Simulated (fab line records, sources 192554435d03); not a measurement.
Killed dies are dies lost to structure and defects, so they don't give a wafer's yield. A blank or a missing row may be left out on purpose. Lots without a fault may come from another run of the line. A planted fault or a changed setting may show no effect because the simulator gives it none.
Chamber matching | flow n5_finfet | N5_MOL_CONTACT_COAG_ETCH_90 on rie_diel-01: 4 sister chambers
The step etches SiARC in CF4, target depth 13 nm, time 21.7 s. 4 wafers are shown with their chamber, then 8 later ones without.

WAFERS WITH THEIR CHAMBER
wafer  | chamber | showerhead_plenum_p_Torr (Torr)
L080.3 | 0       | 2.11
L081.3 | 1       | 2.13
L081.6 | 3       | 2.20
L085.1 | 2       | 2.17

WAFERS WITHOUT THEIR CHAMBER
wafer  | showerhead_plenum_p_Torr (Torr)
L085.4 | 2.10
L085.5 | 2.13
L094.1 | 2.10
L094.2 | 2.20
L094.3 | 2.16
L094.4 | 2.12
L094.5 | 2.10
L094.6 | 2.12

WHICH CHAMBER EACH WENT THROUGH
wafer  | from the rows above     | in truth
L085.4 | 0                       | 0
L085.5 | 1                       | 1
L094.1 | 0                       | 0
L094.2 | 3                       | 3
L094.3 | 2                       | 2
L094.4 | can't be placed: 1 or 0 | 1
L094.5 | 0                       | 0
L094.6 | can't be placed: 1 or 0 | 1
Placed correctly: 6 of 8. Can't be placed from these rows: 2 (the true chamber is among the candidates in 2). Placed wrongly: 0.
How it was worked out, from the rows above alone: a wafer's distance from a chamber is the root of the sum, over the readings, of the square of ((its reading less the chamber's mean) divided by the reading's scatter). The wafer belongs to the nearest chamber; if the next one is less than 2 further off, it can't be placed. A chamber's mean is the mean of its shown wafers. The scatter: with one shown wafer a chamber, the root of the mean of the squares of how far each hidden wafer lies from its nearest shown one.
